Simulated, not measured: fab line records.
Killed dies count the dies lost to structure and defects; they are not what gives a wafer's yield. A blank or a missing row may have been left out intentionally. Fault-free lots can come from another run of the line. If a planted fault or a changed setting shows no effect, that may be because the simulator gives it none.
Code-filled problem report in 8D (eight disciplines) form -- flow nand_harc -- the parts of the form that need people (team, actions taken, sign-off) are left out

## 1. WHAT IS WRONG
oes_product_au at NHARC_A_STAIRCASE_TRIM_18 reads a mean of 1.182 a.u. on 3 wafers of 3 lots; wafers without a fault read 1.000 a.u. with a standard deviation of 0.0089. That is +20 standard deviations from the usual mean.
The step: chemistry O2, time 211.2 s.
Earliest sighting: wafer L748.4 on rie_diel-05 at day 22 18:54. Wafers with a number at this step in the record: 44, from 15 lots. By rule, "out" or "out of limits" means more than 4 standard deviations away from the usual mean. The other wafers with a number count as sound.

## 2. WHAT IT IS, AND WHAT IT ISN'T
question,is,is not
which readings at this step,oes_product_au,"rf_vpp_V, showerhead_plenum_p_Torr, throttle_valve_pct"
which lots,"L747, L748, L750","L730, L731, L734, L735, L736, L737, L740, L741, L742, L743, L744, L753"
which wafers of those lots,"L747.4, L748.4, L750.4","L747.2, L747.5, L748.1, L748.5, L750.1"
read on which tools,rie_diel-05,"rie_diel-03, rie_diel-07"
when,from day 22 18:54,"up to then (35 sound wafers); but 6 sound wafers of L747, L750, L753 came after"

## 3. WHAT RULES OUT EACH SUSPECT
Counting: a tool at a process step up to the reading stays a suspect if it ran every lot that is out. Sound lots after the first of them don't rule it out here, since some wafers of a struck lot are sound.
- rie_diel-05 at NHARC_A_STAIRCASE_DESCUM_11 (chemistry O2, time 3 s): kept. It ran every lot that is out, first L748 (day 22 18:08); its last sound lot up to then is L744 (day 21 15:41).
- rie_diel-05 at NHARC_A_STAIRCASE_TRIM_18 (chemistry O2, time 211.2 s): kept. It ran every lot that is out, first L748 (day 22 18:54); its last sound lot up to then is L744 (day 21 16:28). Its own oes_product_au readings are out on those wafers.
The count leaves rie_diel-05 at NHARC_A_STAIRCASE_TRIM_18 and rie_diel-05 at NHARC_A_STAIRCASE_DESCUM_11.

## 4. THE CAUSE (what the simulator had put in)
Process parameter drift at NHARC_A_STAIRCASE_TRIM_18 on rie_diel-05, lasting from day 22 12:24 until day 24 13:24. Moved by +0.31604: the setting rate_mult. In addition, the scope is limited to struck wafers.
After counting, 2 suspects remain, this tool included.

## 5. THE CHAIN OF EFFECTS, in route order
One row per reading whose mean, taken over the struck wafers that have a number, lies over 3 standard deviations from the usual. Only readings whose record carries a usual standard deviation are examined. hours: median over the lots of the time between each lot's start at the first step of this table that gives one and its start at this step. sigmas: the change, counted in usual standard deviations.
hours,step,reading,usual,on struck wafers,change,sigmas
0,NHARC_A_STAIRCASE_TRIM_18,oes_product_au,1.000 a.u.,1.182,+0.182,+20
It contains these process steps:
- NHARC_A_STAIRCASE_TRIM_18: chemistry O2, time 211.2 s.

## 6. HOW IT WOULD HAVE BEEN CAUGHT EARLIER
6 hours passed between the start of the fault at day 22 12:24 and the first reading out of limits in this record, taken at day 22 18:54.
